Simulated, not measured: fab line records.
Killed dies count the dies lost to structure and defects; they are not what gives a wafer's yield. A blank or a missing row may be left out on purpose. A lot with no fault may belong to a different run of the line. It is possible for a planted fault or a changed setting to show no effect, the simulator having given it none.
fab line records    flow nand-harc
record lots=5  wafers=15  last-day=34
route steps=1302 shown P_GATE@170 END@1302
lots that met no fault: from a run of the same line without faults
start-h: start of the lot's first displayed wafer, in hours after the record's first day    wait-h: hours since the lot's step before    " the same as in the row above    L1.1+2: a single row standing in for several wafers    - no value present, or no start provided    * or withheld: withheld    < > ~ a bound
route shown NAME@n: a module of which the file shows steps, and the number in the route of the first    usual: mean and standard deviation over wafers with no fault    same: alike in all rows    chamber/n: place in a boat    sites: the reading at each site    _std_site: how widely they spread, as a standard deviation    _edge_site: outer sites' mean less inner sites'    radius-mm: how far each site lies from the wafer's centre    mask NAME#n: copy n    behind: tool/chamber where the wafer was last shaped    hold: why the lot went on hold/how many hours it stayed there/how the hold came to an end    device: transistor that didn't switch, given as n, p or np    end of line: the route-end tests of the same wafers    where a step has no rows: the recipe by itself    killed: the dies lost at the first sort to structure and to defects; this is not the yield of the wafer    map: the dies of a wafer, with x for killed, . for not killed, _ for no die there
set.NAME: the run value of the setting; set.NAME@STEP: its run value at that earlier step    model.NAME: the simulator's own value behind a step, which no gauge read
a table for each step, a row for each wafer; lots at some steps of the route
services: the hour from which a tool's chamber was out of use, counted from the record's first day as start-h (under 0 if before that day), plus the number of hours and why
## steps
# step NHARC_P_GATE_CD_MEAS_46
# recipe target-cd-nm=720  landing-energy-ev=500
# usual cd-nm=719.3/1.4
lot.wafer  tool       chamber  start-h  wait-h  cd-nm
L132.2     cd-sem-03  0        151.04   -       721.1
L132.3     "          0        "        "       720.2
L132.5     "          0        "        "       720.6
L136.3     cd-sem-02  0        185.96   -       720.2
L136.5     "          0        "        "       717.3
L136.6     "          0        "        "       719.2
L146.2     cd-sem-01  0        284.68   -       718.6
L146.4     "          0        "        "       718.4
L146.5     "          0        "        "       720.1
L148.1     cd-sem-01  0        307.96   -       720.6
L148.2     "          0        "        "       720.3
L148.3     "          0        "        "       720.6
L149.3     cd-sem-03  0        316.20   -       720.5
L149.4     "          0        "        "       719.8
L149.6     "          0        "        "       718.7
# step NHARC_P_GATE_HARDBAKE_47
# recipe temp-c=125  time-s=80
# step NHARC_P_GATE_DESCUM_48
# recipe time-s=3  o2-flow-sccm=200  ar-flow-sccm=0  bias-power-w=0  chemistry=O2
# usual drypump-motor-current-A=5.6/0.34  oes-product-au=1.000/0.0069  rf-vpp-V=57.9/0.81  showerhead-plenum-p-Torr=1.91/0.089  throttle-valve-pct=11.312/0.0089
lot.wafer  tool         chamber  start-h  wait-h  drypump-motor-current-A  oes-product-au  rf-hours-counter-h  rf-vpp-V  showerhead-plenum-p-Torr  throttle-valve-pct
L132.2     rie-diel-13  2        151.20   -       5.8                      0.997           8.2                 58.5      1.94                      11.323
L132.3     "            0        "        "       5.2                      0.994           9.1                 57.2      1.82                      11.309
L132.5     "            2        "        "       5.8                      1.001           -                   57.5      1.94                      11.315
L136.3     rie-diel-05  1        186.13   -       5.9                      1.017           6.5                 57.0      1.97                      11.320
L136.5     "            0        "        "       5.5                      1.010           -                   59.7      2.05                      11.302
L136.6     "            1        "        "       5.9                      1.016           -                   58.9      1.97                      11.321
L146.2     rie-diel-05  3        284.83   -       5.0                      0.990           4.9                 58.0      1.78                      11.296
L146.4     "            1        "        "       5.9                      0.999           4.4                 57.1      1.97                      11.324
L146.5     "            0        "        "       5.5                      0.997           -                   57.2      2.05                      11.306
L148.1     rie-diel-05  1        308.13   -       5.9                      1.008           5.3                 58.6      1.97                      11.314
L148.2     "            2        "        "       6.0                      1.008           5.1                 57.0      1.80                      11.308
L148.3     "            3        "        "       5.0                      0.989           5.7                 57.5      1.78                      11.304
L149.3     rie-diel-02  3        316.38   -       6.2                      0.997           6.2                 57.6      2.01                      11.304
L149.4     "            0        "        "       5.6                      1.001           5.9                 58.2      1.96                      11.320
L149.6     "            1        "        "       5.4                      1.000           -                   59.0      1.93                      11.293
# step NHARC_P_GATE_IMPLANT_49
# recipe energy-kev=30  dose-cm2=3e+15  tilt-deg=7
# step NHARC_P_GATE_STRIP_111
# recipe power-w=1500  temp-c=110  time-s=250  chemistry=N2/H2
# usual drypump-motor-current-A=5.46/0.28  heater-power-w=85/6.3  temp-c=110.00/0.13
lot.wafer  tool             chamber  start-h  wait-h  drypump-motor-current-A  heater-power-w  rf-hours-counter-h  temp-c
L132.2     plasma-asher-01  1        151.78   0.4     5.72                     89              33                  109.89
L132.3     "                1        "        "       5.73                     90              -                   110.03
L132.5     "                1        "        "       5.74                     90              -                   109.94
L136.3     plasma-asher-02  1        186.63   0.3     4.88                     85              -                   109.79
L136.5     "                0        "        "       5.64                     77              -                   109.87
L136.6     "                1        "        "       4.90                     84              -                   109.80
L146.2     plasma-asher-01  0        285.25   0.2     5.37                     81              26                  109.94
L146.4     "                1        "        "       5.73                     93              -                   109.85
L146.5     "                1        "        "       5.73                     95              -                   109.80
L148.1     plasma-asher-01  1        308.49   0.2     5.72                     93              31                  109.87
L148.2     "                0        "        "       5.39                     80              31                  109.99
L148.3     "                1        "        "       5.74                     94              -                   109.84
L149.3     plasma-asher-01  1        316.82   0.2     5.74                     97              -                   110.02
L149.4     "                0        "        "       5.39                     83              -                   110.05
L149.6     "                1        "        "       5.73                     93              -                   109.94
# step NHARC_P_GATE_STRIP_75
# recipe power-w=1500  temp-c=250  chemistry=O2
# usual drypump-motor-current-A=5.46/0.28  heater-power-w=317/24  temp-c=250.00/0.17
lot.wafer  tool             chamber  start-h  wait-h  drypump-motor-current-A  heater-power-w  rf-hours-counter-h  temp-c
L132.2     plasma-asher-01  1        152.08   0.3     5.73                     339             33                  249.99
L132.3     "                1        "        "       5.72                     330             -                   250.29
L132.5     "                1        "        "       5.72                     333             -                   250.17
L136.3     plasma-asher-02  1        186.82   0.1     4.90                     322             -                   250.06
L136.5     "                0        "        "       5.64                     287             -                   249.78
L136.6     "                1        "        "       4.93                     320             -                   249.97
L146.2     plasma-asher-01  0        285.52   0.2     5.40                     299             27                  250.01
L146.4     "                1        "        "       5.70                     347             -                   250.01
L146.5     "                1        "        "       5.72                     351             -                   250.31
L148.1     plasma-asher-01  1        308.79   0.3     5.73                     355             31                  250.04
L148.2     "                0        "        "       5.40                     303             31                  249.87
L148.3     "                1        "        "       5.73                     350             -                   250.10
L149.3     plasma-asher-01  1        317.05   0.2     5.72                     349             -                   249.75
L149.4     "                0        "        "       5.36                     307             -                   249.97
L149.6     "                1        "        "       5.72                     355             -                   249.90
# step NHARC_P_GATE_STRIP_50
# recipe time-s=900  temp-c=130  chemistry=SPM
# step NHARC_P_GATE_DEHYDRATE_51
# recipe temp-c=150  time-s=120
# step NHARC_P_GATE_HMDS_52
# recipe time-s=30
# step NHARC_P_GATE_COAT_53
# recipe spin-rpm=3000
# step NHARC_P_GATE_SOFTBAKE_54
# recipe temp-c=122  time-s=95
# step NHARC_P_GATE_EBR_55
# step NHARC_P_GATE_EXPOSE_56
# recipe na=0.6  target-cd-nm=720  dose-mj=14.81  mask-id=P_PSD
# usual reticle-temp-C=23.00/0.1
lot.wafer  tool            chamber  start-h  wait-h  mask        reticle-temp-C
L132.2     krf-scanner-02  0        152.85   -       P_PSD#0     23.01
L132.3     "               0        "        "       P_PSD#0     22.98
L132.5     "               0        "        "       P_PSD#0     22.90
L136.3     krf-scanner-02  0        187.56   -       P_PSD_R1#0  22.78
L136.5     "               0        "        "       P_PSD_R1#0  23.01
L136.6     "               0        "        "       P_PSD_R1#0  22.93
L146.2     krf-scanner-03  0        286.28   -       P_PSD#0     22.99
L146.4     "               0        "        "       P_PSD#0     23.10
L146.5     "               0        "        "       P_PSD#0     23.00
L148.1     krf-scanner-03  0        309.55   -       P_PSD#0     22.79
L148.2     "               0        "        "       P_PSD#0     22.91
L148.3     "               0        "        "       P_PSD#0     23.02
L149.3     krf-scanner-01  0        317.80   -       P_PSD#0     22.88
L149.4     "               0        "        "       P_PSD#0     22.84
L149.6     "               0        "        "       P_PSD#0     23.04
# step NHARC_P_GATE_PEB_57
# recipe peb-temp-c=118  peb-time-s=85
# step NHARC_P_GATE_DEVELOP_58
# recipe time-s=70
# step NHARC_P_GATE_CD_MEAS_59
# recipe target-cd-nm=720  landing-energy-ev=500
# usual cd-nm=720.2/1.2
lot.wafer  tool       chamber  start-h  wait-h  hold                      cd-nm
L132.2     cd-sem-01  0        153.01   -       -                         719.7
L132.3     "          0        "        "       -                         718.9
L132.5     "          0        "        "       -                         719.9
L136.3     cd-sem-01  0        187.72   -       await-dispo/0.2h/release  734.1
L136.5     "          0        "        "       await-dispo/0.2h/release  733.3
L136.6     "          0        "        "       await-dispo/0.2h/release  731.5
L136.3     cd-sem-01  0        -        -       -                         733.9
L136.5     "          0        "        "       -                         732.9
L136.6     "          0        "        "       -                         731.1
L146.2     cd-sem-02  0        286.44   -       -                         720.7
L146.4     "          0        "        "       -                         721.4
L146.5     "          0        "        "       -                         720.5
L148.1     cd-sem-02  0        309.71   -       -                         720.2
L148.2     "          0        "        "       -                         721.8
L148.3     "          0        "        "       -                         720.9
L149.3     cd-sem-03  0        317.96   -       -                         719.6
L149.4     "          0        "        "       -                         718.9
L149.6     "          0        "        "       -                         719.9
# step NHARC_END_SORT_01
# recipe temp-c=25
# usual killed-at-array=44/16  killed-at-other=0.6/1.1  killed-at-periphery=3.9/2.6  killed-dies=48/16  killed-open=3.1/1.9  killed-short=2.4/1.8
# same gross-dies=677
lot.wafer  tool       chamber  start-h  wait-h  killed-at-array  killed-at-other  killed-at-periphery  killed-dies  killed-open  killed-short
L136.3     prober-02  0        674.21   3.1     67               0                1                    68           2            4
L136.5     prober-02  0        675.83   3.7     77               1                2                    80           3            1
L136.6     prober-02  0        676.63   4.0     53               0                3                    56           4            1
# killed by level:class
L136.3 A_CHANNEL_HOLE_D2:chamber-film-flake=25 A_CHANNEL_HOLE_D1:chamber-film-flake=17 A_CONTACT:chamber-film-flake=9 A_STAIRCASE:chamber-film-flake=6 A_SGD_CUT:chamber-film-flake=2 A_ONON_D1:geometric-particle:short=1 A_CHANNEL_FILL_D2:geometric-particle:short=1 A_SGD_CUT:geometric-particle:short=1
L136.5 A_CHANNEL_HOLE_D2:chamber-film-flake=28 A_CHANNEL_HOLE_D1:chamber-film-flake=24 A_CONTACT:chamber-film-flake=9 A_STAIRCASE:chamber-film-flake=5 A_SGD_CUT:chamber-film-flake=2 A_M0:chamber-film-flake=2 A_ONON_D1:geometric-particle:short=1 A_CHANNEL_HOLE_D2:geometric-particle:open=1
L136.6 A_CHANNEL_HOLE_D2:chamber-film-flake=16 A_CHANNEL_HOLE_D1:chamber-film-flake=11 A_CONTACT:chamber-film-flake=7 A_STAIRCASE:chamber-film-flake=6 A_M0:chamber-film-flake=5 A_WL_FILL:chamber-film-flake=3 A_CHANNEL_FILL_D1:geometric-particle:open=2 P_M0:geometric-particle:open=1
## services
tool             chamber  start-h  hours  kind
krf-scanner-01   -        140.00   4.0    pm
plasma-asher-02  -        140.53   22.4   repair
rie-diel-05      1        144.13   7.7    repair
rie-diel-05      3        152.22   15.7   repair
rie-diel-13      2        157.17   13.9   repair
rie-diel-05      1        159.61   2.6    repair
rie-diel-13      -        165.00   9.0    pm
plasma-asher-01  -        165.04   9.0    pm
rie-diel-05      0        172.99   4.4    repair
rie-diel-13      2        190.15   9.5    repair
krf-scanner-02   -        191.97   1.3    repair
rie-diel-13      1        198.32   14.4   repair
rie-diel-02      -        216.70   9.0    pm
krf-scanner-03   -        224.00   4.0    pm
plasma-asher-02  -        224.12   1.3    repair
rie-diel-05      -        229.60   9.0    pm
rie-diel-13      1        241.24   4.2    repair
plasma-asher-02  -        254.39   9.0    pm
krf-scanner-02   -        266.01   4.0    pm
rie-diel-13      -        283.09   1.3    repair
rie-diel-13      2        284.89   14.4   repair
rie-diel-13      1        301.41   6.5    repair
krf-scanner-02   -        304.81   5.6    repair
rie-diel-02      2        310.91   4.4    repair
## key
first-sign step=NHARC_P_GATE_EXPOSE_56  reading=mask  direction=changed
effect step=NHARC_P_GATE_CD_MEAS_59  reading=visit  direction=added
effect step=NHARC_P_GATE_CD_MEAS_59  reading=cd-nm  direction=up  sigmas=10  usual=720.2  struck=733.0
met-at NHARC_P_GATE_EXPOSE_56
struck-wafers L136.3,L136.5,L136.6
tester-left-out L136
onset-between 152.85 187.56
fault kind=wrong-mask  tool=any  chamber=-  onset-h=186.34  steps=NHARC_P_GATE_EXPOSE_56  aux-copy=P_PSD_R1#0  cd-offset-nm=12.857  scope=struck-lots-only
# tester-left-out: of these lots the tester's yield and bins aren't shown, on N5 and GAA mostly nor the transistor test; their killed dies are dies lost to structure and defects alone, not to doping, threshold or leakage, so they don't give the yield
